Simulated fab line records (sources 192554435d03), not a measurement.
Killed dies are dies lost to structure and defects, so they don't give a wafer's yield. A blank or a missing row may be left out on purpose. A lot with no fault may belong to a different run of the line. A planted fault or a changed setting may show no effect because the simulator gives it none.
The tool behind it: which one? | flow n5-finfet | 11 lots, 33 wafers sampled, at 3 steps of a route of 1938

## WHAT THE GAUGES SHOWED, per wafer
N5_MOL_CONTACT_COAG_CD_MEAS_99: the cd target is 17.2 nm.
lot  | measured     | on        | cd-nm (nm)
L075 | day 5 10:31  | cd-sem-01 | 17.2 17.3 17.3
L077 | day 5 12:54  | cd-sem-02 | 16.9 17.4 17.5
L079 | day 6 08:11  | cd-sem-03 | 17.5 17.3 17.4
L083 | day 7 05:05  | cd-sem-03 | 17.6 17.7 17.5
L084 | day 7 09:53  | cd-sem-01 | 17.1 17.6 17.0
L085 | day 7 17:54  | cd-sem-01 | 17.4 17.4 17.5
L087 | day 8 03:58  | cd-sem-01 | 16.8 16.8 16.8
L089 | day 8 12:41  | cd-sem-01 | 17.4 17.0 17.2
L091 | day 8 23:10  | cd-sem-02 | 17.2 17.5 17.5
L093 | day 9 17:37  | cd-sem-01 | 17.4 17.9 17.5
L096 | day 10 09:04 | cd-sem-02 | 17.2 16.6 17.1

## WHAT TOOL EACH LOT RAN ON (gives the tool, then ch and the chambers of the sampled wafers, and finally the start)
lot  | N5_GATE_CUT_CMP_43           | N5_MOL_CONTACT_COAG_ETCH_15
L075 | cmp-02 ch 0,1,2, day 5 09:04 | rie-diel-06 ch 1,2, day 5 10:20
L077 | cmp-03 ch 1,3, day 5 10:55   | rie-diel-01 ch 1,2,3, day 5 12:43
L079 | cmp-02 ch 0,3, day 6 06:37   | rie-diel-02 ch 0,3, day 6 08:00
L083 | cmp-04 ch 1,2,3, day 7 03:29 | rie-diel-02 ch 0,2,3, day 7 04:54
L084 | cmp-02 ch 0,1,3, day 7 08:26 | rie-diel-06 ch 0,1,3, day 7 09:42
L085 | cmp-02 ch 1,2,3, day 7 16:22 | rie-diel-02 ch 0,1,3, day 7 17:43
L087 | cmp-02 ch 0,1,3, day 8 02:31 | rie-diel-01 ch 2,3, day 8 03:47
L089 | cmp-04 ch 0,2, day 8 11:03   | rie-diel-06 ch 1,2, day 8 12:30
L091 | cmp-04 ch 2,3, day 8 21:38   | rie-diel-02 ch 1,2, day 8 22:59
L093 | cmp-04 ch 1,3, day 9 16:05   | rie-diel-06 ch 1,3, day 9 17:26
L096 | cmp-02 ch 1,3, day 10 07:26  | rie-diel-06 ch 1,2,3, day 10 08:53
- N5_GATE_CUT_CMP_43: polishes SiO2.
- N5_MOL_CONTACT_COAG_ETCH_15: etches SiNx in CH3F/O2, stops on Si:P, target depth 7 nm.

## THE ANSWER, worked out from the rows above alone
Rule: the lots themselves supply what counts as usual. Put in order of their means at a reading, lots are off if they are a third of the lots or fewer, leave a main group of 4 or more, and stand apart from it by a gap of 3 or more times the standard deviation of the main group's means; of several such gaps the widest counts. A main group whose means are all the same, to the digits that the tables above print for the reading, isn't used. A lot without any number at a reading at which 4 lots or more have one is off too. Any other lot the step has rows for is counted as sound.
No lot is off at any reading shown: from this, nothing can be told.

## WHAT WAS PUT IN BY THE SIMULATOR
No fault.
